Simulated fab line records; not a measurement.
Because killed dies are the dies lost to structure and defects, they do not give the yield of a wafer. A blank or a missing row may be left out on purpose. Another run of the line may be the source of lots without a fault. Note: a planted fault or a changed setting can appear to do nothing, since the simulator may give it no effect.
Split-lot trial || flow n5-finfet || 7 lots, 21 wafers read, on a route of 1938 steps

== ON THE SPLIT ==
At N5_BEOL_M5_COAT_65 (time 60 s, resist thk 60 nm), the setting spin-rpm was moved away from the recipe's 1500 rpm on 4 of the 21 wafers read, by -11.1% to -9.1%. For the rest of the wafers, this setting stayed at what the recipe calls for.

== FROM THE SPLIT TO THE READING: what the file shows between them, 6 steps ==
- N5_BEOL_M5_COAT_74: time 60 s, resist thk 5 nm (also split here: spin-rpm)
- N5_BEOL_M5_COAT_22: resist thk 30 nm
- N5_BEOL_M5_EBR_24
- N5_BEOL_M5_DESCUM_33: chemistry O2, time 7 s
- N5_BEOL_M5_ETCH_75: etches underlayer in N2/H2, target depth 6.5 nm, time 5.2 s
- N5_BEOL_M5_ETCH_67: etches SiARC in CF4, target depth 15.6 nm, time 26 s

== THE READING ==
etch.depth-nm (the simulator's own value, which no gauge read), in nm, at N5_BEOL_M5_ETCH_68 (etches SOC in N2/H2, target depth 80 nm, overetch 16 nm, time 120 s). No usual value for it is given in the file. The 17 wafers here that ran the recipe average 60.06 nm, standard deviation 0.15 nm.

{"wafer": "L080.2", "tool, chamber at the split": "litho-track-01, 0", "spin-rpm as run, rpm": 1500, "against the recipe": "recipe", "etch.depth-nm, nm": 60.05, "against lot-mates on the recipe": "-"}
{"wafer": "L080.3", "tool, chamber at the split": "litho-track-01, 0", "spin-rpm as run, rpm": 1500, "against the recipe": "recipe", "etch.depth-nm, nm": 60.01, "against lot-mates on the recipe": "-"}
{"wafer": "L080.4", "tool, chamber at the split": "litho-track-01, 0", "spin-rpm as run, rpm": 1500, "against the recipe": "recipe", "etch.depth-nm, nm": 59.8, "against lot-mates on the recipe": "-"}
{"wafer": "L085.3", "tool, chamber at the split": "litho-track-03, 0", "spin-rpm as run, rpm": 1500, "against the recipe": "recipe", "etch.depth-nm, nm": 60.14, "against lot-mates on the recipe": "-"}
{"wafer": "L085.5", "tool, chamber at the split": "litho-track-03, 0", "spin-rpm as run, rpm": 1500, "against the recipe": "recipe", "etch.depth-nm, nm": 60.24, "against lot-mates on the recipe": "-"}
{"wafer": "L085.6", "tool, chamber at the split": "litho-track-03, 0", "spin-rpm as run, rpm": 1500, "against the recipe": "recipe", "etch.depth-nm, nm": 60.2, "against lot-mates on the recipe": "-"}
{"wafer": "L088.2", "tool, chamber at the split": "litho-track-01, 0", "spin-rpm as run, rpm": 1334, "against the recipe": "-11.1%", "etch.depth-nm, nm": 63.39, "against lot-mates on the recipe": "+3.45"}
{"wafer": "L088.3", "tool, chamber at the split": "litho-track-01, 0", "spin-rpm as run, rpm": 1500, "against the recipe": "recipe", "etch.depth-nm, nm": 59.94, "against lot-mates on the recipe": "-"}
{"wafer": "L088.5", "tool, chamber at the split": "litho-track-01, 0", "spin-rpm as run, rpm": 1334, "against the recipe": "-11.1%", "etch.depth-nm, nm": 63.35, "against lot-mates on the recipe": "+3.41"}
{"wafer": "L089.3", "tool, chamber at the split": "litho-track-03, 0", "spin-rpm as run, rpm": 1500, "against the recipe": "recipe", "etch.depth-nm, nm": 60.07, "against lot-mates on the recipe": "-"}
{"wafer": "L089.4", "tool, chamber at the split": "litho-track-03, 0", "spin-rpm as run, rpm": 1500, "against the recipe": "recipe", "etch.depth-nm, nm": 60.13, "against lot-mates on the recipe": "-"}
{"wafer": "L089.6", "tool, chamber at the split": "litho-track-03, 0", "spin-rpm as run, rpm": 1362, "against the recipe": "-9.2%", "etch.depth-nm, nm": 62.95, "against lot-mates on the recipe": "+2.85"}
{"wafer": "L090.1", "tool, chamber at the split": "litho-track-02, 0", "spin-rpm as run, rpm": 1500, "against the recipe": "recipe", "etch.depth-nm, nm": 60.36, "against lot-mates on the recipe": "-"}
{"wafer": "L090.4", "tool, chamber at the split": "litho-track-02, 0", "spin-rpm as run, rpm": 1363, "against the recipe": "-9.1%", "etch.depth-nm, nm": 63.4, "against lot-mates on the recipe": "+3.06"}
{"wafer": "L090.5", "tool, chamber at the split": "litho-track-02, 0", "spin-rpm as run, rpm": 1500, "against the recipe": "recipe", "etch.depth-nm, nm": 60.32, "against lot-mates on the recipe": "-"}
{"wafer": "L091.2", "tool, chamber at the split": "litho-track-01, 0", "spin-rpm as run, rpm": 1500, "against the recipe": "recipe", "etch.depth-nm, nm": 59.96, "against lot-mates on the recipe": "-"}
{"wafer": "L091.5", "tool, chamber at the split": "litho-track-01, 0", "spin-rpm as run, rpm": 1500, "against the recipe": "recipe", "etch.depth-nm, nm": 59.95, "against lot-mates on the recipe": "-"}
{"wafer": "L091.6", "tool, chamber at the split": "litho-track-01, 0", "spin-rpm as run, rpm": 1500, "against the recipe": "recipe", "etch.depth-nm, nm": 59.92, "against lot-mates on the recipe": "-"}
{"wafer": "L095.1", "tool, chamber at the split": "litho-track-03, 0", "spin-rpm as run, rpm": 1500, "against the recipe": "recipe", "etch.depth-nm, nm": 59.98, "against lot-mates on the recipe": "-"}
{"wafer": "L095.2", "tool, chamber at the split": "litho-track-03, 0", "spin-rpm as run, rpm": 1500, "against the recipe": "recipe", "etch.depth-nm, nm": 60.01, "against lot-mates on the recipe": "-"}
{"wafer": "L095.4", "tool, chamber at the split": "litho-track-03, 0", "spin-rpm as run, rpm": 1500, "against the recipe": "recipe", "etch.depth-nm, nm": 59.95, "against lot-mates on the recipe": "-"}

THE FIT
A straight line over all 21 wafers: etch.depth-nm changes by -0.315 nm for each +1% of spin-rpm; r = -0.99; the points scatter about the line by 0.18 nm.
The same after taking each lot's own level away (the mean of its wafers on the recipe; 21 wafers): -0.315 nm for each +1%; r = -1.00; scatter 0.069 nm.
The reading moves by 3.5 nm for the largest change in spin-rpm, on that fit.
The span of the lots' own levels, 59.940 to 60.340 nm, comes to 2.7 times the standard deviation stated above.
The two slopes agree, so the slope changes little with the lot-to-lot level.
Check: for one of the wafers moved furthest among these (-11.1%), held out of the fit, the line's prediction against its lot-mates is +3.5 nm. It came out at +3.45 nm against them.

== THESE WAFERS: OTHER SPLITS ==
Note: prior to the reading, these wafers also went through further splits. Each is held against what the fit with the lots' levels taken away leaves over:
{"other split on the same wafers": "N5_BEOL_M4_TRENCH_ETCH_37 bias-w", "wafers away from the commonest value": 10, "r with etch.depth-nm (lot level and that fit taken away)": -0.14}
{"other split on the same wafers": "N5_BEOL_M5_ILD_DEP_00 time-s", "wafers away from the commonest value": 5, "r with etch.depth-nm (lot level and that fit taken away)": "+0.25"}
{"other split on the same wafers": "N5_BEOL_M5_COAT_71 spin-rpm", "wafers away from the commonest value": 7, "r with etch.depth-nm (lot level and that fit taken away)": "+0.18"}
{"other split on the same wafers": "N5_BEOL_M5_COAT_74 spin-rpm", "wafers away from the commonest value": 9, "r with etch.depth-nm (lot level and that fit taken away)": "+0.43"}

== THE WHOLE CHAIN: every reading that the file lists as answering this split, in the file's order ==
{"step": "N5_BEOL_M5_COAT_65", "what it does": "time 60 s, resist thk 60 nm", "reading": "SOC_of_BEOL_M5_COAT_65.thk-nm (the simulator's own value, which no gauge read)", "change (the file's fit)": "-0.316 nm for each +1% of the setting", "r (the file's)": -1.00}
{"step": "N5_BEOL_M5_ETCH_68", "what it does": "etches SOC in N2/H2, target depth 80 nm, overetch 16 nm, time 120 s", "reading": "etch.depth-nm (the simulator's own value, which no gauge read)", "change (the file's fit)": "-0.317 nm for each +1% of the setting", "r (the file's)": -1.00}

== THE FILE'S OWN FIT ==
etch.depth-nm changes by -0.317 nm for each +1% of spin-rpm, r = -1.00.
